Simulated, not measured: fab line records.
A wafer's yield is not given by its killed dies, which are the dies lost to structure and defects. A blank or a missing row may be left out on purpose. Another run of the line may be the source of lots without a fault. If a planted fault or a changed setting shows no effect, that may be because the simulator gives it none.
Matching of chambers + flow n5Finfet + rieDiel-05 running N5_BEOL_M2_DESCUM_16: 4 sister chambers
The step chemistry O2, time 7 s. 14 wafers are shown with their chamber, then 7 later ones without.

WAFERS PAIRED WITH THEIR CHAMBERS
| wafer  | chamber | showerheadPlenumPTorr (Torr) | drypumpMotorCurrentA (A) | throttleValvePct (%) |
|--------|---------|------------------------------|--------------------------|----------------------|
| L077.2 | 1       | 2.15                         | 6.2                      | 20.51                |
| L077.4 | 0       | 2.03                         | 5.6                      | 20.21                |
| L077.5 | 0       | 2.03                         | 5.6                      | 20.20                |
| L080.1 | 2       | 2.10                         | 6.6                      | 20.41                |
| L080.2 | 0       | 2.02                         | 5.6                      | 20.20                |
| L080.5 | 3       | 2.20                         | 5.6                      | 20.56                |
| L081.2 | 2       | 2.09                         | 6.6                      | 20.41                |
| L081.3 | 3       | 2.20                         | 5.6                      | 20.56                |
| L081.4 | 3       | 2.20                         | 5.5                      | 20.56                |
| L086.4 | 2       | 2.09                         | 6.6                      | 20.44                |
| L086.5 | 1       | 2.15                         | 6.3                      | 20.15                |
| L086.6 | 2       | 2.09                         | 6.6                      | 20.44                |
| L087.3 | 0       | 2.02                         | 5.6                      | 20.23                |
| L087.4 | 3       | 2.19                         | 5.6                      | 20.57                |

SIGNATURES, as means of the wafers listed above
| reading               | chamber 0 | chamber 1 | chamber 2 | chamber 3 | scatter within a chamber |
|-----------------------|-----------|-----------|-----------|-----------|--------------------------|
| showerheadPlenumPTorr | 2.0250    | 2.1500    | 2.0925    | 2.1975    | 0.005                    |
| drypumpMotorCurrentA  | 5.600     | 6.250     | 6.600     | 5.575     | 0.0354                   |
| throttleValvePct      | 20.2100   | 20.3300   | 20.4250   | 20.5625   | 0.0815                   |
Rule: distance of a wafer from a chamber = root of the sum over the readings of ((wafer's reading minus chamber's mean) / reading's scatter) squared. If the next closest chamber is less than 2 further off than the closest, the wafer can't be placed; otherwise it belongs to the closest. The scatter: take each reading less its chamber's mean, square it, sum over the shown wafers, divide by the number of wafers less the number of chambers, and take the root.

WAFERS WITH NO CHAMBER GIVEN
| wafer  | showerheadPlenumPTorr (Torr) | drypumpMotorCurrentA (A) | throttleValvePct (%) |
|--------|------------------------------|--------------------------|----------------------|
| L087.6 | 2.02                         | 5.6                      | 20.24                |
| L089.1 | 2.09                         | 6.6                      | 20.44                |
| L089.2 | 2.02                         | 5.6                      | 20.23                |
| L089.4 | 2.19                         | 5.5                      | 20.58                |
| L092.3 | 2.01                         | 5.6                      | 20.24                |
| L092.5 | 2.08                         | 6.6                      | 20.44                |
| L092.6 | 2.19                         | 5.5                      | 20.59                |

EACH ONE'S CHAMBER
| wafer  | from the rows above | in truth |
|--------|---------------------|----------|
| L087.6 | 0                   | 0        |
| L089.1 | 2                   | 2        |
| L089.2 | 0                   | 0        |
| L089.4 | 3                   | 3        |
| L092.3 | 0                   | 0        |
| L092.5 | 2                   | 2        |
| L092.6 | 3                   | 3        |
Placed correctly: 7 of 7. Not placeable from these rows: 0. Placed wrongly: 0.
